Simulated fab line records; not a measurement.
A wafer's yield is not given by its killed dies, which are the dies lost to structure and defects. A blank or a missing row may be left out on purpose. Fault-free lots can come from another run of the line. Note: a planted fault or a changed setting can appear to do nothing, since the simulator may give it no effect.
A struck lot beside a sound one :: flow nand harc :: 14 steps out of a route of 1159
Sound: wafers L999.1, L999.4, L999.5. Struck: wafer L994.6 (L994.2, L994.4, from the same lot, were not struck and are left out); the cause is given at the end.
At each step with rows: each side's tool, then ch and its chambers, then its first start. Under that, the readings that differ: sound wafers :: struck wafers :: difference of the means :: sigmas: that difference in standard deviations of wafers without a fault.
alike: readings with means less than 2 such deviations apart, plus words and numbers identical on both sides. not compared: withheld readings, readings lacking a value on some wafer, bounds such as >300 that could conceal the same value, and numbers that have no deviation in the record and whose values overlap.
A row with sigmas, a row that says differs or no value, or rows on one side alone: a step with any of these is where the two part. When numbers do not overlap yet have no deviation, they are printed without sigmas and do not part them. A reading that every wafer of one side lacks parts them only if that side has two wafers or more.

first, 9 steps without rows for these wafers: NHARC_A_STAIRCASE_DEHYDRATE_209 (time 120 s); NHARC_A_STAIRCASE_HMDS_210 (time 30 s); NHARC_A_STAIRCASE_COAT_211; NHARC_A_STAIRCASE_SOFTBAKE_212 (time 170 s); NHARC_A_STAIRCASE_EBR_213; NHARC_A_STAIRCASE_EXPOSE_214 (exposes mask STAIR 3); NHARC_A_STAIRCASE_PEB_215 (peb time 130 s); NHARC_A_STAIRCASE_DEVELOP_216 (time 140 s); NHARC_A_STAIRCASE_HARDBAKE_218 (time 140 s).
NHARC_A_STAIRCASE_DESCUM_219: chemistry O2, time 3 s.
  sound on rie diel-13 ch 1,2, day 15 03:17; struck on rie diel-11 ch 1, day 13 12:26
  alike: chamber pressure mTorr, drypump motor current A, oes product au, rf vpp V, showerhead plenum p Torr, throttle valve pct
  not compared: rf hours counter h
NHARC_A_STAIRCASE_TRIM_220: chemistry O2, time 211.2 s.
  sound on rie diel-13 ch 0,2, day 15 03:22; struck on rie diel-11 ch 3, day 13 12:31
reading: chamber pressure mTorr (mTorr)
sound: 60.05 60.02 60.08
struck: 59.91
difference: -0.14
sigmas: -2
  alike: drypump motor current A, oes product au, rf vpp V, showerhead plenum p Torr, throttle valve pct
  not compared: rf hours counter h
NHARC_A_STAIRCASE_ETCH_221: etches the open film in C4F8/O2, target depth 100 nm, time 40.5 s.
  sound on rie diel-13 ch 0,2,3, day 15 03:32; struck on rie diel-11 ch 0, day 13 12:40
reading: oes product au (a.u.)
sound: 0.930 0.937 0.917
struck: 1.081
difference: +0.153
sigmas: +12
  alike: chamber pressure mTorr, rf vpp V
  not compared: rf hours counter h
NHARC_A_STAIRCASE_TRIM_222: chemistry O2, time 211.2 s.
  sound: rie diel-13 ch 0,2,3; struck: rie diel-11 ch 0
  alike: chamber pressure mTorr, drypump motor current A, oes product au, rf vpp V, showerhead plenum p Torr, throttle valve pct
  not compared: rf hours counter h
-- record jumps: 11 days between struck wafers' starts before vs after; left off in module A_STAIRCASE, resumes in module END, first step shown is number 1159 of the route --
NHARC_END_SORT_01:
  sound on prober-02 ch 0, day 25 22:25; struck on prober-02 ch 0, day 24 16:35
reading: hold
sound: - - -
struck: await dispo/9.0h/release
difference: no value on the sound wafers
sigmas: 

reading: killed at array
sound: 14 30 19
struck: 350
difference: +329
sigmas: +30

reading: killed dies
sound: 18 32 26
struck: 352
difference: +327
sigmas: +30
  alike: killed at other, killed at periphery, killed open, killed short

WHERE THEY PART
At NHARC_A_STAIRCASE_TRIM_220 first; at NHARC_END_SORT_01 last (within this record only).

WHY: what had been put in by the simulator
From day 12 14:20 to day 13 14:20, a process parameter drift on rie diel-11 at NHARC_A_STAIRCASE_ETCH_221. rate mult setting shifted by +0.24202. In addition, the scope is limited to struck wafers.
